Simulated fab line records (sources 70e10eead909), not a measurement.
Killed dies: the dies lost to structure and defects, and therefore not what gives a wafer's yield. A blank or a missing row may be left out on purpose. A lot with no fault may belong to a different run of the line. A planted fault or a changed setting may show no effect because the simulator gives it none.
Which of the tools did it? ; flow nand_harc ; 72 wafers from 24 lots sampled at 3 of the route's 1302 steps

## WHAT EACH GAUGE READ, for each wafer
NHARC_P_ZERO_WELL_CD_MEAS_37 targets a cd of 720 nm. Usual: cd_nm reads 719.9 nm (standard deviation 1.2).
lot;measured;on;cd_nm (nm);flag
L074;day 2 00:01;cd_sem-01;719.5 720.5 719.5;
L075;day 2 10:17;cd_sem-03;720.3 721.1 722.0;
L076;day 2 20:45;cd_sem-02;719.7 719.5 719.5;
L077;day 3 06:04;cd_sem-02;719.4 719.0 720.5;
L078;day 3 16:13;cd_sem-03;718.7 719.4 719.7;
L079;day 4 02:05;cd_sem-01;720.3 718.8 719.4;
L080;day 4 12:08;cd_sem-01;718.8 719.7 720.0;
L081;day 4 22:12;cd_sem-01;718.3 718.5 718.7;
L082;day 5 08:10;cd_sem-01;719.4 718.9 719.6;
L083;day 5 18:16;cd_sem-01;719.1 719.4 719.2;
L084;day 6 04:10;cd_sem-01;721.6 719.6 720.0;
L085;day 6 14:04;cd_sem-01;720.8 721.6 720.1;
L086;day 7 00:17;cd_sem-01;720.3 722.5 722.0;
L087;day 7 09:55;cd_sem-01;720.1 721.3 719.5;
L088;day 7 20:05;cd_sem-03;716.9 718.7 717.2;
L089;day 8 06:14;cd_sem-02;718.5 716.4 719.3;
L090;day 8 15:52;cd_sem-02;719.7 719.2 722.2;
L091;day 9 02:14;cd_sem-01;720.0 721.0 721.4;
L092;day 9 12:14;cd_sem-03;720.6 720.5 719.8;
L093;day 9 22:36;cd_sem-02;720.8 720.3 720.4;
L094;day 10 08:07;cd_sem-03;720.3 720.0 718.4;
L095;day 10 18:27;cd_sem-02;720.3 719.8 719.4;
L096;day 11 04:06;cd_sem-02;719.3 718.5 718.5;
L097;day 11 14:22;cd_sem-02;719.4 720.6 720.5;

NHARC_P_GATE_CD_MEAS_91 targets a cd of 2000 nm. Usual: cd_nm reads 2000.8 nm (standard deviation 1.5).
lot;measured;on;cd_nm (nm);flag
L074;day 5 18:39;cd_sem-03;1998.1 1998.4 1999.1;
L075;day 6 09:11;cd_sem-03;2001.6 2002.1 2000.4;
L076;day 6 08:31;cd_sem-03;2001.1 2001.8 2000.9;
L077;day 6 20:07;cd_sem-03;2000.7 2000.7 2000.3;
L078;day 7 09:28;cd_sem-01;1998.5 2000.1 1999.7;
L079;day 7 19:46;cd_sem-02;2001.8 2000.8 2001.2;
L080;day 8 03:55;cd_sem-03;2001.3 2000.8 2001.2;
L081;day 8 18:54;cd_sem-03;2001.9 2002.2 2000.0;
L082;day 8 19:52;cd_sem-03;2001.8 2001.0 2001.1;
L083;day 9 09:29;cd_sem-03;2000.2 2000.7 2001.0;
L084;day 9 18:20;cd_sem-01;1999.6 2000.3 1998.2;
L085;day 10 08:08;cd_sem-01;1999.5 1998.1 1999.1;
L086;day 10 11:51;cd_sem-03;2003.3 2002.6 2002.8;
L087;day 11 00:27;cd_sem-02;2000.2 2004.3 2000.5;
L088;day 11 23:25;cd_sem-02;2002.9 2000.7 2003.1;
L089;day 11 19:03;cd_sem-03;2003.6 2002.2 2004.9;
L090;day 12 07:13;cd_sem-02;1999.6 2000.0 2000.0;
L091;day 12 19:16;cd_sem-01;2001.7 2001.9 2001.4;
L092;day 13 09:02;cd_sem-03;2000.0 1999.8 1999.5;
L093;day 13 13:34;cd_sem-01;2002.7 2001.7 2001.7;
L094;day 13 23:43;cd_sem-02;2000.9 1999.5 2000.2;
L095;day 14 05:57;cd_sem-01;1999.2 1999.2 1999.9;
L096;day 16 05:40;cd_sem-01;2002.0 1998.9 2000.7;
L097;day 15 04:02;cd_sem-01;2001.0 2001.4 2001.2;

## WHICH TOOL RAN EACH LOT (tool, then ch and the chambers of the sampled wafers, then the start)
lot;NHARC_P_GATE_STRIP_108
L074;rie_diel-06 ch 0,3, day 5 03:49
L075;rie_diel-13 ch 0,1,3, day 5 18:41
L076;rie_diel-13 ch 0,1,2, day 5 18:03
L077;rie_diel-06 ch 2,3, day 6 05:34
L078;rie_diel-08 ch 0,2,3, day 6 16:52
L079;rie_diel-13 ch 0,3, day 7 04:50
L080;rie_diel-06 ch 0,1,2, day 7 13:32
L081;rie_diel-06 ch 1,3, day 8 04:27
L082;rie_diel-06 ch 1,2,3, day 8 04:57
L083;rie_diel-08 ch 0,1,3, day 8 19:05
L084;rie_diel-13 ch 0,1,3, day 9 03:55
L085;rie_diel-13 ch 0,2,3, day 9 17:31
L086;rie_diel-08 ch 0,1,2, day 9 21:22
L087;rie_diel-06 ch 0,1,2, day 10 09:56
L088;rie_diel-06 ch 1,2,3, day 11 02:49
L089;rie_diel-13 ch 0,1,2, day 11 03:34
L090;rie_diel-08 ch 0,1, day 11 16:31
L091;rie_diel-06 ch 0,2,3, day 12 04:55
L092;rie_diel-08 ch 0,2,3, day 12 18:37
L093;rie_diel-06 ch 1,2,3, day 12 23:17
L094;rie_diel-08 ch 1,2, day 13 07:05
L095;rie_diel-08 ch 2,3, day 13 15:19
L096;rie_diel-06 ch 1,3, day 15 13:13
L097;rie_diel-08 ch 0,1,3, day 14 13:08
- NHARC_P_GATE_STRIP_108: strips in O2.

## AS READ BY THE TOOLS THEMSELVES (means over the sampled wafers that have a number; for cases with no such wafer, the mark the record gives instead)
NHARC_P_GATE_STRIP_108. Usual: drypump_motor_current_A 5.6 A, standard deviation 0.49; oes_product_au 1.002 a.u., standard deviation 0.0072; rf_vpp_V 57.6 V, standard deviation 0.84; showerhead_plenum_p_Torr 3.45 Torr, standard deviation 0.13; throttle_valve_pct 17.036 %, standard deviation 0.0093.
lot;tool;drypump_motor_current_A (A);oes_product_au (a.u.);rf_vpp_V (V);showerhead_plenum_p_Torr (Torr);throttle_valve_pct (%);flag
L074;rie_diel-06;5.5;1.008;57.8;3.32;17.032;
L075;rie_diel-13;5.6;0.989;57.3;3.37;17.037;
L076;rie_diel-13;5.1;1.001;57.1;3.45;17.032;
L077;rie_diel-06;5.3;0.996;57.5;3.41;17.041;
L078;rie_diel-08;5.9;1.005;57.9;3.48;17.030;
L079;rie_diel-13;5.9;1.002;57.8;3.34;17.040;
L080;rie_diel-06;5.7;1.005;58.2;3.43;17.044;
L081;rie_diel-06;5.8;1.004;57.5;3.33;17.035;
L082;rie_diel-06;5.6;0.999;57.2;3.42;17.041;
L083;rie_diel-08;5.7;0.999;58.8;3.59;17.037;
L084;rie_diel-13;5.6;1.001;57.0;3.37;17.029;
L085;rie_diel-13;5.5;1.002;58.2;3.42;17.035;
L086;rie_diel-08;5.6;1.005;57.7;3.54;17.040;
L087;rie_diel-06;5.6;1.002;58.0;3.43;17.038;
L088;rie_diel-06;5.6;1.008;57.9;3.42;17.031;
L089;rie_diel-13;5.1;1.001;58.0;3.44;17.036;
L090;rie_diel-08;5.4;0.999;57.8;3.63;17.030;
L091;rie_diel-06;5.3;1.005;56.8;3.42;17.027;
L092;rie_diel-08;5.9;1.001;57.8;3.48;17.031;
L093;rie_diel-06;5.6;0.998;57.8;3.42;17.041;
L094;rie_diel-08;5.8;1.009;57.6;3.45;17.033;
L095;rie_diel-08;6.1;1.007;57.4;3.44;17.033;
L096;rie_diel-06;5.8;1.001;56.8;3.32;17.036;
L097;rie_diel-08;5.7;1.001;57.7;3.59;17.038;

## THE ANSWER, worked out from the rows above alone
Rule: take the mean of a lot's wafers that have a number; if it is more than 3 standard deviations from the usual mean, the lot is off. A lot without any number at a reading at which 4 lots or more have one is off too. The other lots that the step has rows for count as sound. First the gauges in route order, then the tools' own readings, where a lot's mean is used as printed above. At the first step where some lot is off, the reading lying furthest off is the one used; lots without a number count as furthest.
Nothing can be told from this: no lot is off at any reading shown.

## WHAT HAD BEEN PUT IN BY THE SIMULATOR
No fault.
